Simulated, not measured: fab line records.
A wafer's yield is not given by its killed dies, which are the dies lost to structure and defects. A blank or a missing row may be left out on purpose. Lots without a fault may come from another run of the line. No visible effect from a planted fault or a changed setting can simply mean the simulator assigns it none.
fab line records    flow n5_finfet
record: lots: 7  wafers: 19  last_day: 18
route steps=1938 shown BEOL_M11@1587 PASSIVATION@1936
lots with no fault: from the same line, run without faults
start_h: start of the lot's first displayed wafer, in hours after the record's first day    wait_h: time in hours since the lot's previous step    " unchanged from the row above    L1.1+2: a row that stands for several wafers    - no value present, or no start provided    * or withheld: withheld    < > ~ a bound
route shown NAME@n: a module of which the file shows steps, and the number in the route of the first    usual: the fault-free wafers' mean and standard deviation    same: alike in all rows    chamber/n: place in a boat    sites: readings site by site    _std_site: the values' standard deviation    _edge_site: the outer-site mean with the inner-site mean subtracted    radius_mm: for every site, how far away it sits from the centre of the wafer    mask NAME#n: copy n    behind: the tool/chamber that last shaped the wafer    hold: cause of the lot's hold/its duration in hours/its outcome    device: transistor that didn't switch, given as n, p or np    end of line: the tests these same wafers got at the end of their route    a step with no rows: only its recipe    killed: at the first sort, the dies lost to defects and structure; wafer yield is something else    map: a wafer's dies, marking killed ones x, the rest . and places with no die _
set.NAME: the setting as run; set.NAME@STEP: as run at that earlier step    model.NAME: the simulator's own value behind a step, which no gauge read
a table for each step, a row for each wafer; lots at some steps of the route
services: the hour from which a tool's chamber was out of use, counted from the record's first day as start_h (under 0 if before that day), plus the number of hours and why
== steps ==
step: N5_BEOL_M11_CURE_72
recipe: temp_c: 370  time_s: 120  ambient: DMADMS/He  material: SiCOH_lowk
usual: lamp_power_pct: 52.31/0.054  wafer_temp_C_max: 372.0/0.53
lot.wafer  tool        chamber  start_h  wait_h  lamp_power_pct  wafer_temp_C_max
L154.1     uv_cure-02  1        250.60   0.0     52.27           372.6
L154.3     "           1        "        "       52.31           372.5
L154.6     "           1        "        "       52.33           372.4
L155.2     uv_cure-02  2        251.15   0.1     52.27           371.6
L155.4     "           2        "        "       52.43           371.7
L155.6     "           2        "        "       52.31           372.3
L156.1     uv_cure-02  1        254.79   0.0     52.28           373.1
L156.4     "           1        "        "       52.37           372.8
L160.1     uv_cure-01  2        290.54   0.2     52.26           371.8
L160.2     "           2        "        "       52.41           371.6
L160.5     "           2        "        "       52.37           371.2
L159.1     uv_cure-02  1        291.24   0.4     52.26           373.2
L159.4     "           1        "        "       52.33           372.7
L168.1     uv_cure-01  2        334.76   0.0     52.27           371.7
L168.5     "           2        "        "       52.27           371.4
L168.6     "           2        "        "       52.31           371.1
L172.2     uv_cure-03  0        376.88   0.1     52.31           371.4
L172.4     "           0        "        "       52.26           371.8
L172.6     "           0        "        "       52.32           371.4
step: N5_BEOL_M11_DEGAS_44
recipe: ambient: vacuum  temp_c: 250  time_s: 60
usual: heater_power_w: 331/38
lot.wafer  tool            chamber  start_h  wait_h  heater_power_w
L154.1     pvd_sputter-03  -        251.04   0.4     392
L154.3     "               -        "        "       271
L154.6     "               -        "        "       362
L155.2     pvd_sputter-02  -        251.60   0.4     341
L155.4     "               -        "        "       356
L155.6     "               -        "        "       360
L156.1     pvd_sputter-03  -        255.50   0.7     271
L156.4     "               -        "        "       295
L160.1     pvd_sputter-03  -        290.86   0.3     303
L160.2     "               -        "        "       386
L160.5     "               -        "        "       308
L159.1     pvd_sputter-03  -        291.90   0.6     266
L159.4     "               -        "        "       362
L168.1     pvd_sputter-01  -        335.20   0.4     274
L168.5     "               -        "        "       355
L168.6     "               -        "        "       273
L172.2     pvd_sputter-02  -        377.29   0.4     336
L172.4     "               -        "        "       360
L172.6     "               -        "        "       344
step: N5_BEOL_M11_PRE_CLEAN_45
recipe: gas: H2/He  time_s: 30  temp_c: 250
usual: heater_power_w: 332/38
lot.wafer  tool            chamber  start_h  wait_h  heater_power_w
L154.1     pvd_sputter-03  -        251.08   0.0     397
L154.3     "               -        "        "       270
L154.6     "               -        "        "       361
L155.2     pvd_sputter-02  -        251.64   0.0     339
L155.4     "               -        "        "       362
L155.6     "               -        "        "       353
L156.1     pvd_sputter-03  -        255.54   0.0     269
L156.4     "               -        "        "       296
L160.1     pvd_sputter-03  -        290.90   0.0     304
L160.2     "               -        "        "       391
L160.5     "               -        "        "       305
L159.1     pvd_sputter-03  -        291.94   0.0     270
L159.4     "               -        "        "       355
L168.1     pvd_sputter-01  -        335.24   0.0     276
L168.5     "               -        "        "       346
L168.6     "               -        "        "       273
L172.2     pvd_sputter-02  -        377.33   0.0     344
L172.4     "               -        "        "       366
L172.6     "               -        "        "       339
step: N5_BEOL_M11_ALD_74
recipe: material: TaN  target_thk_a: 20  temp_c: 275  ald_precursor_family: PDMAT  ald_co_reactant: NH3  pressure_torr: 3  carrier_flow_sccm: 1500  pulse_time_s: 2  purge_time_s: 3  co_reactant_purge_time_s: 2  co_reactant_pulse_time_s: 3  ald_cycles: 40  precursor_vessel_temp_c: 75  precursor_vessel_pressure_torr: 26.25  precursor_vessel_carrier_sccm: 1000
usual: heater_power_w: 416/52
lot.wafer  tool          chamber  start_h  wait_h  heater_power_w  since_wet_clean_h
L154.1     ald_metal-01  3        251.30   0.2     362             2991
L154.3     "             2        "        "       429             2991
L154.6     "             3        "        "       353             -
L155.2     ald_metal-03  3        251.75   0.1     413             6069
L155.4     "             2        "        "       418             6069
L155.6     "             0        "        "       379             -
L156.1     ald_metal-03  3        255.60   0.0     419             6072
L156.4     "             1        "        "       383             6072
L160.1     ald_metal-02  1        290.96   0.0     413             4569
L160.2     "             0        "        "       455             4569
L160.5     "             1        "        "       409             -
L159.1     ald_metal-01  2        292.00   0.0     434             3032
L159.4     "             1        "        "       526             3032
L168.1     ald_metal-03  1        335.32   0.1     389             6152
L168.5     "             0        "        "       391             -
L168.6     "             3        "        "       418             -
L172.2     ald_metal-03  2        377.39   0.0     402             26
L172.4     "             3        "        "       391             26
L172.6     "             0        "        "       378             -
step: N5_BEOL_M11_SURFACE_TREAT_76
recipe: gas: Ar  time_s: *  ion_energy_ev: *  ion_current_ma_cm2: 0.5  pressure_mtorr: *  ar_flow_sccm: 30
step: N5_BEOL_M11_CVD_75
recipe: material: Co  target_thk_a: 20  temp_c: withheld  precursor: CCTBA/H2  pressure_torr: 30  time_s: 138.9
step: N5_BEOL_M11_SPUTTER_48
recipe: material: Cu  target_thk_a: 120  temp_c: -20  bias_v: 60  power_w: 26000  chamber_pressure_pa: 0.13  time_s: 2
step: N5_BEOL_M11_ECD_50
recipe: material: Cu  target_thk_a: 3180
step: N5_BEOL_M11_ANNEAL_51
recipe: temp_c: 225  time_s: 90  ambient: N2
step: N5_BEOL_M11_CMP_52
recipe: stop_on: SiCOH_lowk  t_overpolish_s: 7  down_force_psi: 1  platen_rpm: 50  clearing_platen_down_force_psi: 1.5  clearing_platen_rpm: 50  post_cmp_clean: cu_alkaline  target_thk_nm: 140  clearing_platen_pad_velocity_m_s: 0.99484  pad_velocity_m_s: 0.99484
usual: barrier_field_endpoint_s: 28.8/0.71  clearing_platen_down_force_psi: 1.500/0.0032  motor_current_A: 6.3/0.55  overpolish_run_s: 7.000/0.0096  slurry_filter_dp_kPa: 13.51/0.13  time_to_endpoint_s: 65.3/2.5
lot.wafer  tool    chamber  start_h  wait_h  barrier_field_endpoint_s  clearing_platen_down_force_psi  motor_current_A  overpolish_run_s  slurry_filter_dp_kPa  time_to_endpoint_s
L154.1     cmp-01  0        252.48   0.3     29.1                      1.503                           6.5              6.993             13.56                 68.2
L154.3     "       2        "        "       29.5                      1.499                           6.4              7.010             13.60                 65.9
L154.6     "       3        "        "       29.4                      1.505                           5.9              6.989             13.31                 67.5
L155.4     cmp-01  1        254.69   0.1     29.3                      1.498                           6.2              6.998             13.64                 68.3
L155.2     "       3        "        "       29.7                      1.502                           6.2              6.994             13.42                 68.8
L155.6     "       2        "        "       29.8                      1.497                           6.0              6.994             13.64                 67.0
L156.4     cmp-02  2        257.70   0.2     29.0                      1.505                           6.9              7.010             13.42                 65.9
L156.1     "       0        "        "       28.6                      1.499                           6.9              6.995             13.53                 63.1
L160.1     cmp-02  2        292.14   0.3     27.6                      1.497                           7.1              7.001             13.46                 64.2
L160.2     "       1        "        "       28.4                      1.502                           6.6              7.006             13.54                 62.9
L160.5     "       3        "        "       28.0                      1.503                           6.2              7.009             13.67                 60.3
L159.1     cmp-02  0        293.98   0.3     28.4                      1.499                           6.8              7.007             13.46                 64.8
L159.4     "       2        "        "       28.6                      1.497                           6.3              7.001             13.56                 62.2
L168.1     cmp-01  0        336.69   0.3     28.2                      1.504                           6.4              7.017             13.62                 66.2
L168.6     "       2        "        "       27.9                      1.495                           6.3              6.983             13.59                 62.0
L168.5     "       3        "        "       28.9                      1.502                           6.4              6.988             13.41                 66.3
L172.4     cmp-01  0        379.47   0.2     28.7                      1.500                           7.1              6.994             13.49                 66.9
L172.2     "       2        "        "       29.1                      1.501                           6.3              6.986             13.35                 67.4
L172.6     "       0        "        "       29.0                      1.499                           7.2              6.995             13.75                 69.6
step: N5_BEOL_M11_THK_MEAS_53
recipe: thk_meas_gauge: xrf  reads: Cu_of_BEOL_M11_ECD_50
usual: M11_THK: 137.3/2.6
lot.wafer  tool           chamber  start_h  wait_h  M11_THK[nm]
L154.1     film_metro-01  -        252.74   -       133.5
L154.3     "              -        "        "       134.5
L154.6     "              -        "        "       135.0
L155.2     film_metro-02  -        254.98   -       141.1
L155.4     "              -        "        "       139.2
L155.6     "              -        "        "       137.7
L156.1     film_metro-01  -        257.96   -       140.8
L156.4     "              -        "        "       138.9
L160.1     film_metro-02  -        292.43   -       136.8
L160.2     "              -        "        "       134.9
L160.5     "              -        "        "       135.5
L159.1     film_metro-01  -        294.27   -       134.4
L159.4     "              -        "        "       136.3
L168.1     film_metro-01  -        336.91   -       138.7
L168.5     "              -        "        "       135.6
L168.6     "              -        "        "       140.5
L172.2     film_metro-02  -        379.73   -       135.5
L172.4     "              -        "        "       142.1
L172.6     "              -        "        "       136.7
step: N5_BEOL_M11_PRE_CLEAN_55
recipe: gas: NH3  time_s: 15  temp_c: withheld  rf_power_w: 300
step: N5_BEOL_M11_DEP_56
recipe: material: SiCN  target_thk_a: 300  temp_c: withheld  precursor: 3MS/NH3  pressure_torr: 3  rf_w: 675  time_s: 10.5
usual: showerhead_plenum_p_Torr: 4.158/0.019  throttle_valve_pct: 18.2/0.48
lot.wafer  tool      chamber  start_h  wait_h  showerhead_plenum_p_Torr  since_wet_clean_h  throttle_valve_pct  model.SiCN_of_BEOL_M11_DEP_56.thk_nm
L154.1     pecvd-04  1        252.80   0.0     4.153                     1863               18.4                29.6
L154.3     "         2        "        "       4.133                     384                18.3                29.8
L154.6     "         2        "        "       4.132                     -                  18.6                30
L155.2     pecvd-02  2        255.04   0.0     4.165                     205                17.9                30
L155.4     "         1        "        "       4.187                     -                  17.5                30.4
L155.6     "         2        "        "       4.154                     -                  18.0                30.6
L156.1     pecvd-04  2        258.02   0.0     4.123                     389                18.5                27.6
L156.4     "         2        "        "       4.126                     -                  18.2                28.2
L160.1     pecvd-04  1        292.49   0.0     4.164                     1903               18.5                27.2
L160.2     "         2        "        "       4.122                     424                18.3                30.4
L160.5     "         1        "        "       4.163                     -                  18.4                30.6
L159.1     pecvd-04  0        294.34   0.0     4.156                     1179               18.8                26.6
L159.4     "         1        "        "       4.160                     -                  18.3                27.2
L168.1     pecvd-01  0        336.97   0.0     4.147                     860                17.8                29.6
L168.5     "         0        "        "       4.139                     -                  17.9                30
L168.6     "         1        "        "       4.164                     -                  18.6                30.6
L172.2     pecvd-01  0        379.79   0.0     4.137                     902                18.3                29.8
L172.4     "         1        "        "       4.165                     -                  18.6                30.4
L172.6     "         0        "        "       4.131                     -                  17.8                30.2
step: N5_BEOL_M11_RS_MEAS_57
recipe: thk_meas_gauge: four-point-probe  reads: Cu_of_BEOL_M11_ECD_50+Co_of_BEOL_M11_CVD_75+TaN_of_BEOL_M11_ALD_74
usual: M11_RS: 0.151/0.0031
lot.wafer  tool           chamber  start_h  wait_h  M11_RS[ohm/sq]
L154.1     film_metro-01  -        252.87   0.0     0.157
L154.3     "              -        "        "       0.155
L154.6     "              -        "        "       0.155
L155.2     film_metro-02  -        255.11   0.0     0.147
L155.4     "              -        "        "       0.149
L155.6     "              -        "        "       0.151
L156.1     film_metro-02  -        258.10   0.1     0.147
L156.4     "              -        "        "       0.149
L160.1     film_metro-01  -        292.56   0.0     0.152
L160.2     "              -        "        "       0.154
L160.5     "              -        "        "       0.153
L159.1     film_metro-02  -        294.40   0.0     0.155
L159.4     "              -        "        "       0.153
L168.1     film_metro-01  -        337.03   0.0     0.150
L168.5     "              -        "        "       0.153
L168.6     "              -        "        "       0.148
L172.2     film_metro-02  -        379.86   0.0     0.154
L172.4     "              -        "        "       0.146
L172.6     "              -        "        "       0.153
step: N5_PASSIVATION_PROBE_49
usual: defect_limited_yield: 91.4/1.5  killed_at_M0_to_M3: 31/11  killed_at_M4_up: 13/5.5  killed_at_contacts: 13/6.3  killed_at_front_end: 40/13  killed_at_other: 3.3/2.6  killed_dies: 101/18  killed_open: 67/13  killed_short: 33/7.9  sort_bin_5_function: 5.1/1  sort_bin_6_memory: 3.2/0.68  sort_n_pass: 1079/18  sort_yield_pct: 91.4/1.5
same: gross_dies: 1180  killed_at_back_side: 0  sort_bin_4_leakage[%]: 0  sort_bin_8_speed[%]: 0
lot.wafer  tool       chamber  start_h  wait_h  defect_limited_yield[%]  killed_at_M0_to_M3  killed_at_M4_up  killed_at_contacts  killed_at_front_end  killed_at_other  killed_dies  killed_open  killed_short  sort_bin_5_function[%]  sort_bin_6_memory[%]  sort_n_pass  sort_yield_pct[%]
L159.1     prober-01  -        333.74   0.0     92.5                     22                  3                16                  43                   5                89           70           19            3.7                     3.7                   1091         92.5
L159.4     prober-01  -        333.89   0.2     92.5                     14                  4                24                  43                   4                89           58           30            4.1                     3.2                   1091         92.5
killed by level:class
L159.1 MOL_CONTACT_COAG:geometric_particle:open=14 STI_FIN_REVEAL:geometric_particle:open=13 STARTING-WAFER:geometric_particle:open=8 FIN_SAQP:geometric_particle:open=7 BEOL_M3:geometric_particle:open=6 BEOL_M0_SAQP:geometric_particle:open=5 DUMMY_GATE:geometric_particle:open=4 GATE_CUT:geometric_particle:short=3
L159.4 MOL_CONTACT_COAG:geometric_particle:open=16 STI_FIN_REVEAL:geometric_particle:open=12 FIN_SAQP:geometric_particle:open=11 MOL_CONTACT_COAG:geometric_particle:short=8 FIN_SAQP:geometric_particle:short=7 BEOL_M2:geometric_particle:open=6 GATE_CUT:geometric_particle:short=3 BEOL_M0_SAQP:geometric_particle:short=3
== services ==
tool            chamber  start_h  hours  kind
uv_cure-02      -        231.35   0.9    repair
uv_cure-01      -        234.10   7.5    pm
cmp-01          -        240.50   0.6    repair
ald_metal-03    -        248.90   1.1    repair
uv_cure-02      -        260.00   7.5    pm
ald_metal-03    3        261.07   3.2    repair
uv_cure-01      -        271.15   0.8    repair
cmp-01          -        279.26   2.2    repair
uv_cure-02      -        283.03   0.3    repair
pecvd-01        -        296.54   5.5    pm
ald_metal-03    -        319.65   0.3    repair
uv_cure-02      -        323.36   7.1    pm
cmp-01          -        325.82   5.9    pm
ald_metal-03    -        337.25   14.0   pm
uv_cure-01      -        341.82   2.8    pm
pecvd-01        0        346.79   4.9    repair
pvd_sputter-02  -        347.06   1.0    repair
cmp-02          -        352.06   0.4    repair
cmp-01          -        360.09   0.7    repair
cmp-02          -        360.96   1.6    repair
cmp-01          -        361.95   4.0    pm
cmp-02          -        372.18   3.8    pm
pecvd-01        -        376.08   1.3    repair
cmp-02          -        379.36   8.5    pm
== key ==
first_sign none at tools or gauges
model_effect: step: N5_BEOL_M11_DEP_56  value: SiCN_of_BEOL_M11_DEP_56.thk_nm  without: 29.84  struck: 27.36
met_at N5_BEOL_M11_DEP_56
struck_wafers L156.1,L156.4,L159.1,L159.4,L160.1
onset_between 252.80 258.02
fault: kind: process_parameter_drift  tool: pecvd-04  chamber: -  onset_h: 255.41  steps: N5_BEOL_M11_DEP_56  channel: time_s  offset: *  shape: step  end_h: 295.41  scope: struck_wafers_only  acts_in: *  stated: *
